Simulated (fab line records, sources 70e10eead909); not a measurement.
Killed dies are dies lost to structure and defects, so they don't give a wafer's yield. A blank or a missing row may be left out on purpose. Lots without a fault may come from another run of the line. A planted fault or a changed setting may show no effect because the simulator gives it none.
fab line records | flow nand_harc | part 1 of 2: steps 1 to 4 of 6
record lots=20 wafers=60 last_day=33
route steps=1302 shown P_ZERO_WELL@19 P_GATE@150 P_CONTACT@240 P_M0@272
lots that met no fault: from a run of the same line without faults
start_h: hours from the record's first day to the start of the lot's first wafer shown | wait_h: hours since the lot's step before | " the same as in the row above | L1.1+2: a row that stands for several wafers | - no value, or no start given | * or withheld: withheld | < > ~ a bound
route shown NAME@n: a module of which the file shows steps, and the number in the route of the first | usual: mean/standard deviation of fault-free wafers | same: alike in all rows | chamber/n: place in a boat | sites: the reading at each site | _std_site: their standard deviation | _edge_site: outer sites' mean less inner sites' | radius_mm: how far each site lies from the wafer's centre | mask NAME#n: copy n | behind: the tool/chamber that last shaped the wafer | hold: why the lot was held/for how many hours/how that ended | device: the transistor (n, p or np) that didn't switch | end of line: the same wafers' tests at the end of the route | a step without rows: its recipe alone | killed: dies lost to structure and defects at the first sort, not the wafer's yield | map: a wafer's dies, x killed, . not, _ none there
set.NAME: the setting as run; set.NAME@STEP: as run at that earlier step | model.NAME: the simulator's own value behind a step, which no gauge read
steps of the route over a sample of lots; a table a step, a row a wafer
services: from which hour (start_h, from the record's first day; less than 0 if before it) a tool's chamber was out of use, for how many hours, and why
## steps
# step NHARC_P_ZERO_WELL_ETCH_63
# recipe target_depth_a=1200 time_s=40.1 hbr_flow_sccm=150 cl2_flow_sccm=50 rf_w=400 icp_w=400 bias_w=100 chemistry=HBr/Cl2
# usual bias_w=99.96/0.28 chamber_pressure_mTorr=15.000/0.014 drypump_motor_current_A=5.5/0.51 oes_product_au=0.998/0.012 rf_fwd_power_W=394.3/1.8 throttle_valve_pct=26.405/0.0082
# columns lot.wafer tool chamber start_h wait_h bias_w chamber_pressure_mTorr drypump_motor_current_A oes_product_au rf_fwd_power_W rf_hours_counter_h throttle_valve_pct
L074.3 rie_si-06 0 22.76 - 99.77 14.993 5.5 1.009 393.6 0.7 26.416
L074.2 " 1 " " 99.46 15.014 5.5 0.994 393.9 0.6 26.402
L074.6 " 2 " " 100.31 15.011 5.2 0.993 391.9 - 26.413
L075.4 rie_si-03 3 31.69 - 99.77 15.000 6.5 0.999 394.7 0.9 26.413
L075.3 " 0 " " 99.91 14.988 5.4 1.013 394.7 0.9 26.399
L075.6 " 2 " " 99.70 14.990 6.5 0.962 396.4 - 26.401
L076.1 rie_si-06 1 41.60 - 100.13 14.973 5.5 0.991 395.5 0.8 26.393
L076.6 " 2 " " 99.99 15.001 5.2 0.982 391.3 - 26.395
L076.5 " 3 " " 100.32 15.008 4.8 0.987 394.8 - 26.415
L077.4 rie_si-06 0 51.53 - 99.98 14.989 5.5 1.019 392.9 0.9 26.396
L077.1 " 2 " " 99.92 15.005 5.2 0.993 392.6 1.1 26.391
L077.5 " 1 " " 99.80 14.999 5.5 0.990 394.9 - 26.411
L078.3 rie_si-03 1 61.71 - 99.95 15.005 5.5 1.010 396.6 0.0 26.414
L078.1 " 2 " " 99.85 15.010 6.5 0.993 394.6 0.0 26.393
L078.5 " 0 " " 99.69 14.990 5.4 0.999 393.3 - 26.414
L079.4 rie_si-02 3 71.55 - 99.81 15.018 5.6 0.996 394.3 0.9 26.395
L079.1 " 1 " " 99.84 15.006 5.2 0.980 393.6 0.8 26.396
L079.6 " 2 " " 99.91 14.997 5.1 1.016 395.5 - 26.415
L080.1 rie_si-06 2 81.69 - 99.56 14.987 5.2 0.996 391.1 0.0 26.406
L080.2 " 3 " " 99.71 15.015 4.8 1.018 395.8 0.0 26.420
L080.5 " 0 " " 100.10 15.002 5.5 1.023 392.5 - 26.403
L083.2 rie_si-02 1 111.53 - 99.35 14.974 5.3 1.004 393.3 0.0 26.402
L083.3 " 3 " " 100.06 14.995 5.7 1.001 394.5 0.0 26.404
L083.4 " 0 " " 100.20 14.990 5.0 1.005 393.9 0.0 26.408
L085.3 rie_si-03 0 131.69 - 99.55 14.985 5.4 1.004 396.0 0.5 26.399
L085.4 " 1 " " 99.95 15.007 5.5 0.992 396.7 - 26.409
L085.5 " 2 " " 100.33 14.971 6.5 0.994 392.9 - 26.419
L086.6 rie_si-06 3 141.71 - 99.95 14.992 4.8 1.017 394.9 - 26.412
L086.4 " 0 " " 100.05 14.991 5.5 1.001 393.7 - 26.416
L086.5 " 2 " " 100.04 14.980 5.2 0.985 392.8 - 26.416
L087.1 rie_si-06 1 151.76 - 100.50 14.988 5.5 0.989 393.9 0.4 26.416
L087.6 " 2 " " 100.37 14.984 5.2 0.997 392.6 - 26.415
L087.5 " 3 " " 99.85 14.971 4.8 1.015 395.6 - 26.393
L088.1 rie_si-02 3 161.55 - 99.65 15.002 5.6 0.990 394.3 0.3 26.401
L088.4 " 0 " " 99.64 14.998 5.0 1.017 396.2 0.3 26.395
L088.6 " 0 " " 99.57 14.989 5.0 1.016 397.9 - 26.407
L089.2 rie_si-02 0 172.63 - 100.21 15.002 5.0 1.015 396.3 0.3 26.401
L089.5 " 2 " " 100.01 15.006 5.1 1.005 394.2 - 26.410
L089.6 " 3 " " 100.15 15.002 5.6 0.994 394.1 - 26.405
L090.1 rie_si-06 3 181.85 - 99.84 14.992 4.8 1.000 398.8 0.6 26.399
L090.4 " 0 " " 100.05 15.003 5.5 1.004 393.1 0.6 26.409
L090.5 " 2 " " 100.20 14.979 5.2 1.001 391.8 - 26.396
L092.4 rie_si-06 3 201.74 - 99.76 15.002 4.8 1.000 395.7 0.8 26.411
L092.3 " 1 " " 99.91 15.001 5.5 0.988 393.3 0.8 26.401
L092.2 " 2 " " 100.26 15.010 5.2 1.008 392.7 0.8 26.415
L093.2 rie_si-02 2 211.54 - 100.26 15.006 5.1 1.012 393.0 0.6 26.399
L093.4 " 3 " " 99.90 14.994 5.6 0.994 394.1 0.7 26.405
L093.6 " 1 " " 99.92 15.010 5.2 0.996 393.4 - 26.410
L094.1 rie_si-06 0 222.34 - 100.33 15.000 5.5 1.008 391.8 0.9 26.395
L094.4 " 1 " " 100.44 15.002 5.5 1.003 395.1 0.9 26.402
L094.6 " 3 " " 99.61 15.025 4.8 1.007 396.3 - 26.410
L095.2 rie_si-03 1 232.49 - 100.15 14.998 5.5 0.986 394.1 0.0 26.413
L095.5 " 3 " " 100.35 15.018 6.5 0.966 392.3 - 26.421
L095.6 " 0 " " 99.60 14.999 5.4 0.993 394.6 - 26.397
L096.3 rie_si-03 3 241.78 - 99.75 14.990 6.5 0.968 392.8 0.1 26.400
L096.1 " 1 " " 99.74 14.998 5.5 0.982 396.4 0.2 26.409
L096.6 " 3 " " 99.62 14.989 6.5 0.965 393.3 - 26.399
L097.2 rie_si-03 1 251.78 - 99.58 14.989 5.5 0.977 394.6 0.2 26.408
L097.1 " 2 " " 100.90 15.004 6.5 0.989 394.4 0.3 26.410
L097.3 " 0 " " 99.98 14.982 5.4 0.997 394.4 0.2 26.403
# step NHARC_P_GATE_STRIP_108
# recipe o2_flow_sccm=500 ar_flow_sccm=0 bias_w=0 chemistry=O2
# usual chamber_pressure_mTorr=60.00/0.063 drypump_motor_current_A=5.9/0.34 oes_product_au=1.003/0.012 rf_vpp_V=57.4/0.85 showerhead_plenum_p_Torr=3.40/0.11 throttle_valve_pct=17.036/0.0087
# same bias_w=0
# columns lot.wafer tool chamber start_h wait_h chamber_pressure_mTorr drypump_motor_current_A oes_product_au rf_hours_counter_h rf_vpp_V showerhead_plenum_p_Torr throttle_valve_pct
L074.3 rie_diel-07 2 95.63 - 60.12 5.6 0.990 6.3 57.2 3.51 17.034
L074.2 " 3 " " 60.09 5.4 1.019 10.7 58.1 3.57 17.031
L074.6 " 2 " " 59.97 5.6 0.998 - 57.6 3.51 17.024
L075.3 rie_diel-10 1 103.06 - 60.04 6.5 1.004 1.3 56.2 3.30 17.025
L075.4 " 3 " " 59.98 6.1 0.995 2.6 56.8 3.31 17.037
L075.6 " 1 " " 59.94 6.5 1.000 - 57.6 3.30 17.024
L076.1 rie_diel-10 3 119.54 - 59.94 6.0 1.000 3.5 56.5 3.31 17.030
L076.6 " 0 " " 59.93 5.9 1.027 - 57.4 3.47 17.043
L076.5 " 1 " " 59.94 6.5 1.012 - 57.4 3.30 17.032
L077.4 rie_diel-08 2 125.57 - 60.05 5.7 0.996 4.5 57.9 3.35 17.030
L077.1 " 0 " " 59.96 5.9 1.016 4.7 58.0 3.35 17.045
L077.5 " 2 " " 60.07 5.7 1.001 - 56.4 3.35 17.032
L079.1 rie_diel-08 0 148.04 - 59.97 5.9 1.001 5.7 57.3 3.35 17.034
L079.4 " 1 " " 60.10 5.5 0.997 5.4 58.4 3.58 17.036
L079.6 " 0 " " 60.01 5.9 0.993 - 58.3 3.35 17.037
L078.3 rie_diel-10 2 148.45 - 59.97 6.0 0.993 5.4 58.7 3.31 17.038
L078.1 " 0 " " 60.00 5.9 1.031 5.7 56.9 3.47 17.038
L078.5 " 2 " " 59.95 6.0 0.997 - 56.3 3.31 17.029
L080.2 rie_diel-10 0 166.41 - 60.08 5.9 1.036 6.4 57.8 3.47 17.039
L080.1 " 2 " " 60.03 6.0 1.014 6.2 56.7 3.31 17.035
L080.5 " 0 " " 59.91 5.9 1.029 - 58.4 3.47 17.044
L083.3 rie_diel-10 2 196.61 - 60.01 6.0 1.004 8.0 57.5 3.31 17.034
L083.2 " 0 " " 59.99 5.9 1.022 9.3 57.5 3.47 17.043
L083.4 " 1 " " 59.95 6.5 0.999 6.7 56.0 3.30 17.051
L086.4 rie_diel-10 1 210.43 - 60.02 6.5 1.010 7.3 57.5 3.30 17.036
L086.5 " 3 " " 59.95 6.1 0.998 - 58.1 3.31 17.026
L086.6 " 0 " " 60.04 5.9 1.030 - 57.5 3.47 17.037
L085.4 rie_diel-08 2 210.48 - 59.91 5.7 0.994 0.2 57.8 3.35 17.041
L085.3 " 3 " " 59.96 5.3 1.017 0.2 56.3 3.31 17.036
L085.5 " 2 " " 60.07 5.7 0.998 - 58.1 3.35 17.031
L087.1 rie_diel-08 2 222.72 - 59.97 5.7 0.995 0.8 56.1 3.35 17.024
L087.5 " 2 " " 60.07 5.7 0.997 - 57.4 3.35 17.031
L087.6 " 3 " " 59.95 5.4 1.017 - 57.2 3.31 17.034
L088.4 rie_diel-08 0 241.75 - 59.89 5.9 1.003 1.8 56.9 3.34 17.039
L088.1 " 1 " " 60.01 5.5 1.012 1.6 58.4 3.58 17.037
L088.6 " 0 " " 60.00 5.9 1.015 - 58.1 3.34 17.035
L089.2 rie_diel-07 1 245.13 - 60.04 6.0 1.001 4.1 60.5 3.51 17.035
L089.5 " 2 " " 59.96 5.6 1.003 - 58.6 3.51 17.043
L089.6 " 3 " " 60.00 5.4 0.999 - 57.2 3.56 17.048
L090.4 rie_diel-10 2 265.83 - 60.13 6.0 0.990 1.0 56.5 3.31 17.028
L090.1 " 3 " " 59.62 6.0 0.998 0.5 58.6 3.31 17.042
L090.5 " 3 " " 59.99 6.1 0.993 - 56.1 3.31 17.034
L092.2 rie_diel-07 1 284.32 - 60.05 6.0 1.012 5.8 57.6 3.51 17.044
L092.4 " 2 " " 59.91 5.6 1.013 6.6 55.3 3.51 17.046
L092.3 " 3 " " 59.97 5.4 1.003 5.8 58.6 3.56 17.033
L093.2 rie_diel-10 1 284.61 - 59.92 6.5 0.988 2.4 57.8 3.29 17.033
L093.4 " 3 " " 60.10 6.0 1.001 - 56.3 3.31 17.041
L093.6 " 1 " " 59.96 6.5 0.990 - 57.6 3.29 17.042
L094.1 rie_diel-08 0 299.03 - 59.99 5.9 1.025 6.1 56.5 3.34 17.035
L094.4 " 1 " " 59.94 5.5 0.998 6.1 58.3 3.57 17.052
L094.6 " 2 " " 59.96 5.7 0.999 - 57.8 3.35 17.045
L095.2 rie_diel-08 1 318.29 - 60.04 5.5 1.008 6.6 58.6 3.57 17.032
L095.6 " 3 " " 60.05 5.4 0.997 - 57.1 3.31 17.053
L095.5 " 0 " " 60.11 5.9 1.019 - 58.2 3.34 17.037
L096.3 rie_diel-10 0 327.11 - 59.99 5.9 1.005 3.2 57.7 3.47 17.056
L096.1 " 2 " " 60.04 6.0 0.997 4.4 56.8 3.31 17.037
L096.6 " 0 " " 60.00 6.0 1.012 - 56.8 3.47 17.029
L097.3 rie_diel-10 0 331.65 - 60.07 5.9 0.999 3.2 56.9 3.47 17.051
L097.2 " 2 " " 59.94 5.9 0.997 4.4 57.2 3.31 17.020
L097.1 " 3 " " 60.02 6.1 1.006 4.2 57.7 3.31 17.045
# step NHARC_P_GATE_DESCUM_48
# recipe time_s=3 o2_flow_sccm=200 ar_flow_sccm=0 bias_power_w=0 chemistry=O2
# usual chamber_pressure_mTorr=60.00/0.051 drypump_motor_current_A=5.9/0.36 oes_product_au=1.002/0.011 rf_vpp_V=57.4/0.85 showerhead_plenum_p_Torr=1.85/0.068 throttle_valve_pct=11.312/0.0093
# columns lot.wafer tool chamber start_h wait_h chamber_pressure_mTorr drypump_motor_current_A oes_product_au rf_hours_counter_h rf_vpp_V showerhead_plenum_p_Torr throttle_valve_pct
L074.3 rie_diel-08 1 106.87 - 60.04 5.4 1.018 3 57.8 1.94 11.325
L074.2 " 2 " " 59.98 5.7 0.994 4 57.1 1.81 11.314
L074.6 " 3 " " 59.97 5.3 1.015 - 56.9 1.79 11.315
L075.4 rie_diel-08 1 114.39 - 59.97 5.4 1.000 3 57.3 1.94 11.311
L075.3 " 2 " " 59.99 5.7 0.992 4 56.3 1.81 11.309
L075.6 " 0 " " 59.95 5.9 1.008 - 57.0 1.81 11.307
L076.1 rie_diel-07 2 130.80 - 60.06 5.6 0.992 0 57.2 1.90 11.297
L076.5 " 1 " " 59.98 6.0 0.990 - 57.4 1.90 11.299
L076.6 " 2 " " 60.01 5.6 0.995 - 58.0 1.90 11.309
L077.1 rie_diel-10 0 136.77 - 60.03 5.9 1.018 4 57.7 1.88 11.322
L077.4 " 1 " " 59.98 6.5 1.006 2 56.7 1.78 11.321
L077.5 " 0 " " 60.09 5.9 1.024 - 56.7 1.88 11.305
L079.4 rie_diel-08 1 159.30 - 60.07 5.4 1.002 6 57.4 1.94 11.310
L079.1 " 3 " " 59.99 5.3 1.001 7 56.6 1.79 11.331
L079.6 " 2 " " 59.97 5.7 0.996 - 55.8 1.81 11.297
L078.3 rie_diel-07 3 159.75 - 59.98 5.4 0.995 2 56.5 1.94 11.309
L078.1 " 1 " " 59.92 6.0 1.003 2 58.3 1.90 11.318
L078.5 " 0 " " 60.08 6.3 1.001 - 57.3 1.96 11.330
L080.1 rie_diel-07 1 177.88 - 60.09 6.0 0.991 2 57.9 1.90 11.313
L080.2 " 2 " " 60.07 5.6 1.001 2 56.2 1.90 11.320
L080.5 " 1 " " 59.88 6.0 0.991 - 57.7 1.90 11.315
L083.4 rie_diel-10 1 207.86 - 59.89 6.5 1.011 7 55.8 1.78 11.314
L083.3 " 3 " " 59.96 6.1 1.003 9 57.7 1.79 11.301
L083.2 " 0 " " 60.06 5.9 1.031 9 58.2 1.88 11.308
L085.4 rie_diel-10 1 221.95 - 60.07 6.5 0.988 8 57.0 1.78 11.307
L085.3 " 2 " " 60.00 6.0 0.991 10 57.6 1.79 11.317
L085.5 " 0 " " 59.98 5.9 1.009 - 58.7 1.88 11.312
L086.4 rie_diel-10 0 227.94 - 60.11 5.9 1.009 11 57.9 1.88 11.310
L086.6 " 0 " " 60.00 5.9 1.008 - 58.0 1.88 11.303
L086.5 " 1 " " 59.99 6.5 0.997 - 58.2 1.78 11.307
L087.1 rie_diel-10 3 234.48 - 59.98 6.1 0.981 11 57.5 1.79 11.294
L087.5 " 0 " " 60.07 5.9 1.034 - 57.8 1.88 11.320
L087.6 " 1 " " 60.02 6.5 0.996 - 57.1 1.78 11.296
L088.1 rie_diel-07 0 253.02 - 60.01 6.3 1.000 4 57.2 1.96 11.296
L088.4 " 2 " " 59.90 5.5 1.014 5 56.7 1.90 11.309
L088.6 " 3 " " 59.98 5.4 0.998 - 58.3 1.93 11.313
L089.2 rie_diel-10 3 256.45 - 60.00 6.0 0.989 0 58.6 1.79 11.314
L089.5 " 0 " " 60.08 5.9 1.004 - 58.6 1.88 11.313
L089.6 " 1 " " 59.95 6.5 0.990 - 58.4 1.78 11.311
L090.4 rie_diel-10 2 277.20 - 59.94 5.9 1.008 2 57.2 1.78 11.309
L090.1 " 0 " " 60.05 6.0 1.011 1 56.8 1.88 11.302
L090.5 " 2 " " 59.93 5.9 1.018 - 57.1 1.78 11.312
L092.3 rie_diel-10 1 295.53 - 59.98 6.5 0.982 3 58.3 1.78 11.315
L092.2 " 2 " " 60.04 5.9 1.010 3 57.4 1.78 11.320
L092.4 " 1 " " 59.94 6.5 0.995 - 56.3 1.78 11.320
L093.2 rie_diel-08 0 295.96 - 59.97 5.9 1.022 6 56.7 1.81 11.327
L093.4 " 1 " " 60.05 5.5 1.014 6 58.1 1.94 11.312
L093.6 " 2 " " 59.99 5.7 1.010 - 56.0 1.81 11.297
L094.1 rie_diel-10 2 310.24 - 59.98 6.0 1.018 3 58.1 1.78 11.319
L094.4 " 0 " " 59.97 5.9 1.019 2 59.3 1.88 11.305
L094.6 " 3 " " 59.92 6.0 1.005 - 56.6 1.79 11.319
L095.2 rie_diel-10 2 329.49 - 59.97 5.9 1.001 4 56.3 1.78 11.309
L095.6 " 0 " " 59.96 5.9 1.005 - 56.4 1.88 11.295
L095.5 " 1 " " 60.00 6.5 0.984 - 57.3 1.78 11.318
L096.3 rie_diel-07 3 340.57 - 59.95 5.4 1.010 2 56.2 1.93 11.316
L096.1 " 1 " " 60.04 6.0 1.000 2 56.7 1.90 11.314
L096.6 " 3 " " 59.99 5.4 1.013 - 58.7 1.93 11.316
L097.1 rie_diel-07 2 342.95 - 59.96 5.5 1.010 2 59.1 1.90 11.304
L097.3 " 3 " " 59.97 5.4 1.007 2 56.4 1.93 11.313
L097.2 " 0 " " 60.02 6.3 1.028 2 57.5 1.96 11.297
# step NHARC_P_GATE_RTA_80
# recipe temp_c=300 time_s=30
# usual anneal_temp_c_max=301.2/0.32 wafer_temp_C_max=301.1/0.32
# columns lot.wafer tool chamber start_h wait_h anneal_temp_c_max wafer_temp_C_max
L074.2 rtp_anneal-01 0 112.61 - 301.4 301.5
L074.3 " 0 " " 301.2 302.3
L074.6 " 0 " " 301.0 301.1
L075.3 rtp_anneal-01 0 120.15 - 300.8 300.7
L075.4 " 0 " " 301.0 300.9
L075.6 " 0 " " 301.2 301.0
L076.1 rtp_anneal-02 0 136.43 - 301.4 300.8
L076.5 " 0 " " 301.4 301.0
L076.6 " 0 " " 301.5 300.8
L077.1 rtp_anneal-02 0 142.50 - 301.8 300.7
L077.4 " 0 " " 301.4 301.1
L077.5 " 0 " " 301.5 300.9
L079.1 rtp_anneal-02 0 165.04 - 301.1 300.7
L079.4 " 0 " " 301.5 300.8
L079.6 " 0 " " 301.3 300.8
L078.1 rtp_anneal-02 0 165.51 - 301.5 300.7
L078.3 " 0 " " 301.0 300.5
L078.5 " 0 " " 301.3 300.8
L080.1 rtp_anneal-02 0 183.59 - 300.9 300.6
L080.2 " 0 " " 301.7 301.1
L080.5 " 0 " " 301.2 300.7
L083.2 rtp_anneal-01 0 213.59 - 301.1 301.5
L083.3 " 0 " " 301.0 301.3
L083.4 " 0 " " 300.9 301.1
L085.3 rtp_anneal-02 0 227.50 - 301.5 300.9
L085.4 " 0 " " 301.9 301.5
L085.5 " 0 " " 301.3 300.9
L086.4 rtp_anneal-02 0 233.61 - 301.9 301.5
L086.5 " 0 " " 301.2 300.9
L086.6 " 0 " " 302.0 301.1
L087.1 rtp_anneal-01 0 240.22 - 300.4 301.0
L087.5 " 0 " " 301.0 301.2
L087.6 " 0 " " 301.0 301.1
L088.1 rtp_anneal-02 0 259.03 - 300.9 300.6
L088.4 " 0 " " 301.9 300.6
L088.6 " 0 " " 301.5 300.9
L089.2 rtp_anneal-01 0 262.04 - 300.8 301.2
L089.5 " 0 " " 301.1 301.7
L089.6 " 0 " " 301.1 301.6
L090.1 rtp_anneal-02 0 282.90 - 301.1 300.8
L090.4 " 0 " " 301.1 300.9
L090.5 " 0 " " 300.7 301.3
L092.2 rtp_anneal-02 0 301.34 - 301.7 301.1
L092.3 " 0 " " 301.3 301.3
L092.4 " 0 " " 301.9 300.9
L093.2 rtp_anneal-02 0 301.61 - 301.5 301.5
L093.4 " 0 " " 301.2 301.1
L093.6 " 0 " " 301.5 301.2
L094.1 rtp_anneal-01 0 315.97 - 300.7 301.2
L094.4 " 0 " " 300.8 301.2
L094.6 " 0 " " 301.0 301.1
L095.2 rtp_anneal-01 0 335.46 - 300.9 301.4
L095.5 " 0 " " 301.5 300.7
L095.6 " 0 " " 301.4 301.4
L096.1 rtp_anneal-02 0 346.50 - 301.2 301.0
L096.3 " 0 " " 301.6 300.9
L096.6 " 0 " " 300.9 301.1
L097.1 rtp_anneal-02 0 349.58 - 301.0 300.9
L097.2 " 0 " " 301.2 300.7
L097.3 " 0 " " 301.3 300.8
